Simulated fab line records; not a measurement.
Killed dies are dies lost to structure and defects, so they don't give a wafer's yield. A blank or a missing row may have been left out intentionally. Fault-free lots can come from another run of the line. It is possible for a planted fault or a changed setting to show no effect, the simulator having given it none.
Chamber matching -- flow n5-finfet -- 3 sister chambers for N5_BEOL_M6_CURE_75 on uv-cure-02
The step cures SiCOH lowk, time 120 s. 6 wafers are shown with their chamber, then 12 later ones without.

## WAFERS PAIRED WITH THEIR CHAMBERS
wafer,chamber,wafer_temp_C_max,lamp-power-pct (%)
L085.5,1,371.0,52.35
L085.6,1,370.8,52.34
L086.3,0,371.2,52.31
L086.4,0,371.0,52.38
L088.5,2,371.8,52.24
L088.6,2,371.8,52.34

## WAFERS MISSING THEIR CHAMBER
wafer,wafer_temp_C_max,lamp-power-pct (%)
L090.1,370.9,52.17
L090.2,371.0,52.31
L090.3,371.9,52.30
L090.4,371.3,52.28
L090.5,371.2,52.29
L090.6,371.5,52.32
L091.1,370.9,52.32
L091.3,370.9,52.39
L091.5,371.2,52.34
L096.2,371.3,52.25
L096.3,370.8,52.31
L096.5,371.7,52.32

## WHICH CHAMBER EACH ONE RAN IN
wafer,from the rows above,in truth
L090.1,can't be placed: 1 or 0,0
L090.2,can't be placed: 0 or 1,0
L090.3,2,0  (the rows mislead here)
L090.4,can't be placed: 0 or 1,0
L090.5,can't be placed: 0 or 1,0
L090.6,can't be placed: 2 or 0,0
L091.1,can't be placed: 1 or 0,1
L091.3,can't be placed: 1 or 0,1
L091.5,can't be placed: 0 or 1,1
L096.2,can't be placed: 0 or 1 or 2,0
L096.3,can't be placed: 1 or 0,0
L096.5,2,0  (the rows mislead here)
Placed correctly: 0 of 12. Cannot be placed on the basis of these rows: 10; the candidates contain the true chamber in 10. Wrongly placed: 2.
How it was worked out, from the rows above alone: a wafer's distance from a chamber is the root of the sum, over the readings, of the square of ((its reading less the chamber's mean) divided by the reading's scatter). If the next closest chamber is less than 2 further off than the closest, the wafer can't be placed; otherwise it belongs to the closest. For every chamber, the mean is computed from those of its wafers that are shown. The scatter: the root of (the sum of the squares of (reading less its chamber's mean) over the shown wafers, divided by (wafers less chambers)).
